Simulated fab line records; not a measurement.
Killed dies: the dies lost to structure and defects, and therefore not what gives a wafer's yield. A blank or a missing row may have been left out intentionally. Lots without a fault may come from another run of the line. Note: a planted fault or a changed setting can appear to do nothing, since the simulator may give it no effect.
Which tool is to blame? / flow n5-finfet / route of 1938 steps, sampled at 1 step: 12 lots, 36 wafers

WHAT THE GAUGES READ, wafer by wafer
N5_BEOL_M0_SAQP_CD_MEAS_40: the cd target is 30 nm.
lot=L075; measured=day 6 05:58; on=cd-sem-01; cd-nm (nm)=29.93 29.94 29.93
lot=L077; measured=day 6 11:48; on=cd-sem-02; cd-nm (nm)=30.14 29.95 29.74
lot=L079; measured=day 6 23:10; on=cd-sem-02; cd-nm (nm)=30.25 29.66 29.96
lot=L081; measured=day 7 22:45; on=cd-sem-03; cd-nm (nm)=30.09 30.21 30.34
lot=L083; measured=day 9 19:35; on=cd-sem-03; cd-nm (nm)=29.81 29.45 30.19
lot=L085; measured=day 10 14:06; on=cd-sem-01; cd-nm (nm)=30.23 30.01 29.91
lot=L088; measured=day 10 14:49; on=cd-sem-01; cd-nm (nm)=29.73 29.89 30.12
lot=L089; measured=day 11 20:59; on=cd-sem-01; cd-nm (nm)=29.83 29.84 29.59
lot=L091; measured=day 11 23:55; on=cd-sem-03; cd-nm (nm)=29.77 29.69 30.04
lot=L093; measured=day 12 00:08; on=cd-sem-01; cd-nm (nm)=29.71 29.87 29.75
lot=L095; measured=day 13 05:54; on=cd-sem-03; cd-nm (nm)=29.79 29.87 29.77
lot=L097; measured=day 13 07:27; on=cd-sem-03; cd-nm (nm)=30.37 29.92 29.86

EACH LOT AND THE TOOL THAT RAN IT (in order: tool; ch and the chambers of the sampled wafers; start)
The record shows no process step preceding these readings.

THE ANSWER, worked out from the rows above alone
Rule: what is usual is taken from the lots themselves. The widest of any qualifying gaps counts: lots, ordered by their means at a reading, are off when they make up no more than a third of the lots, leave a main group of 4 or more, and stand apart from it by 3 or more times the standard deviation of that group's means. A main group whose means are all the same, to the digits that the tables above print for the reading, isn't used. Also off: a lot with no number at a reading for which 4 or more lots have one. Any other lot the step has rows for is counted as sound.
None of the lots is off at any reading shown; this tells nothing.

WHAT WAS PUT IN BY THE SIMULATOR
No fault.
